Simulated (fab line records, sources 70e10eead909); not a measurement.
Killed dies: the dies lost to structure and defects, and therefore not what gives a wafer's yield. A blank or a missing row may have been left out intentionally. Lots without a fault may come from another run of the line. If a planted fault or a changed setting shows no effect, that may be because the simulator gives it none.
Which tool was responsible? / flow nand-harc / 24 lots with 72 wafers sampled at 2 steps, on a route of 1302 steps

## WHAT EACH GAUGE READ, for each wafer
NHARC_A_CHANNEL_HOLE_D2_CD_MEAS_10: target cd 100 nm. Usual: cd-nm reads 99.7 nm (standard deviation 0.67).
lot=L074; measured=day 12 21:33; on=cd-sem-02; cd-nm (nm)=101.0 99.9 101.3; flag=
lot=L075; measured=day 13 11:28; on=cd-sem-02; cd-nm (nm)=98.9 100.5 99.0; flag=
lot=L076; measured=day 13 23:16; on=cd-sem-03; cd-nm (nm)=100.5 99.2 99.7; flag=
lot=L078; measured=day 14 17:08; on=cd-sem-01; cd-nm (nm)=99.7 100.0 99.6; flag=
lot=L077; measured=day 14 17:10; on=cd-sem-02; cd-nm (nm)=98.8 100.0 99.8; flag=
lot=L079; measured=day 14 20:47; on=cd-sem-02; cd-nm (nm)=99.1 100.5 100.1; flag=
lot=L080; measured=day 15 12:57; on=cd-sem-03; cd-nm (nm)=99.4 99.0 99.2; flag=
lot=L081; measured=day 16 11:53; on=cd-sem-01; cd-nm (nm)=99.0 99.0 99.4; flag=
lot=L082; measured=day 16 12:03; on=cd-sem-02; cd-nm (nm)=98.7 99.8 99.4; flag=
lot=L083; measured=day 17 04:49; on=cd-sem-03; cd-nm (nm)=100.2 99.2 100.5; flag=
lot=L084; measured=day 17 06:34; on=cd-sem-01; cd-nm (nm)=99.5 100.9 98.7; flag=
lot=L085; measured=day 17 15:42; on=cd-sem-03; cd-nm (nm)=99.0 98.7 99.4; flag=
lot=L086; measured=day 17 22:29; on=cd-sem-03; cd-nm (nm)=99.0 99.0 100.0; flag=
lot=L088; measured=day 19 02:32; on=cd-sem-01; cd-nm (nm)=100.0 98.7 100.9; flag=
lot=L087; measured=day 19 04:07; on=cd-sem-03; cd-nm (nm)=99.3 99.2 99.0; flag=
lot=L089; measured=day 19 15:55; on=cd-sem-03; cd-nm (nm)=99.5 100.1 98.9; flag=
lot=L091; measured=day 19 16:59; on=cd-sem-03; cd-nm (nm)=98.9 98.9 99.8; flag=
lot=L090; measured=day 19 17:47; on=cd-sem-03; cd-nm (nm)=98.9 99.1 99.1; flag=
lot=L092; measured=day 20 13:23; on=cd-sem-01; cd-nm (nm)=99.3 99.5 98.8; flag=
lot=L093; measured=day 20 22:02; on=cd-sem-01; cd-nm (nm)=99.8 100.1 99.4; flag=
lot=L094; measured=day 21 09:14; on=cd-sem-03; cd-nm (nm)=99.2 100.0 100.4; flag=
lot=L096; measured=day 21 22:41; on=cd-sem-03; cd-nm (nm)=100.0 98.4 100.9; flag=
lot=L095; measured=day 21 23:37; on=cd-sem-01; cd-nm (nm)=100.6 99.5 100.4; flag=
lot=L097; measured=day 22 23:17; on=cd-sem-02; cd-nm (nm)=99.3 99.5 99.6; flag=

NHARC_A_CHANNEL_HOLE_D2_INSPECT_12. Usual: raw-defect-count reads 26 (standard deviation 22).
lot=L074; measured=day 12 21:40; on=defect-inspect-02; raw-defect-count=8 3 9; flag=
lot=L075; measured=day 13 11:35; on=defect-inspect-01; raw-defect-count=5 6 9; flag=
lot=L076; measured=day 13 23:23; on=defect-inspect-01; raw-defect-count=52 70 68; flag=
lot=L078; measured=day 14 17:16; on=defect-inspect-02; raw-defect-count=63 62 43; flag=
lot=L077; measured=day 14 17:17; on=defect-inspect-01; raw-defect-count=6 8 5; flag=
lot=L079; measured=day 14 20:55; on=defect-inspect-02; raw-defect-count=10 10 9; flag=
lot=L080; measured=day 15 13:04; on=defect-inspect-02; raw-defect-count=8 11 14; flag=
lot=L081; measured=day 16 12:01; on=defect-inspect-01; raw-defect-count=7 6 13; flag=
lot=L082; measured=day 16 12:10; on=defect-inspect-01; raw-defect-count=64 56 44; flag=
lot=L083; measured=day 17 04:56; on=defect-inspect-02; raw-defect-count=57 65 52; flag=
lot=L084; measured=day 17 06:41; on=defect-inspect-01; raw-defect-count=6 9 15; flag=
lot=L085; measured=day 17 15:49; on=defect-inspect-01; raw-defect-count=12 15 10; flag=
lot=L086; measured=day 17 22:37; on=defect-inspect-02; raw-defect-count=8 6 6; flag=
lot=L088; measured=day 19 02:40; on=defect-inspect-01; raw-defect-count=54 74 61; flag=
lot=L087; measured=day 19 04:14; on=defect-inspect-01; raw-defect-count=17 9 7; flag=
lot=L089; measured=day 19 16:02; on=defect-inspect-02; raw-defect-count=58 49 62; flag=
lot=L091; measured=day 19 17:07; on=defect-inspect-01; raw-defect-count=52 51 48; flag=
lot=L090; measured=day 19 17:55; on=defect-inspect-02; raw-defect-count=15 14 15; flag=
lot=L092; measured=day 20 13:30; on=defect-inspect-01; raw-defect-count=14 17 24; flag=
lot=L093; measured=day 20 22:10; on=defect-inspect-01; raw-defect-count=44 39 56; flag=
lot=L094; measured=day 21 09:22; on=defect-inspect-01; raw-defect-count=18 17 27; flag=
lot=L096; measured=day 21 22:49; on=defect-inspect-01; raw-defect-count=24 24 18; flag=
lot=L095; measured=day 21 23:44; on=defect-inspect-01; raw-defect-count=5 4 5; flag=
lot=L097; measured=day 22 23:25; on=defect-inspect-02; raw-defect-count=2 6 5; flag=

## WHICH TOOL RAN EACH LOT (tool, then ch and the chambers of the sampled wafers, then the start)
The record shows no process step preceding these readings.

## WHAT THE TOOLS THEMSELVES READ (means of the sampled wafers that have a number; where no wafer has one, the mark that the record gives instead)
The record holds no such reading with a usual standard deviation.

## THE ANSWER, worked out from the rows above alone
Rule: a lot is off if the mean of its wafers that have a number lies more than 3 standard deviations from the usual mean. A lot without any number at a reading at which 4 lots or more have one is off too. Where the step has rows for the other lots, those lots are counted as sound. After the gauges, taken in route order, come the tools' own readings; for these a lot's mean is taken, as printed above. The first step at which some lot is off is used, and at that step the reading that is off furthest; a lot without a number counts as furthest.
None of the lots is off at any reading shown; this tells nothing.

## WHAT THE SIMULATOR PUT IN
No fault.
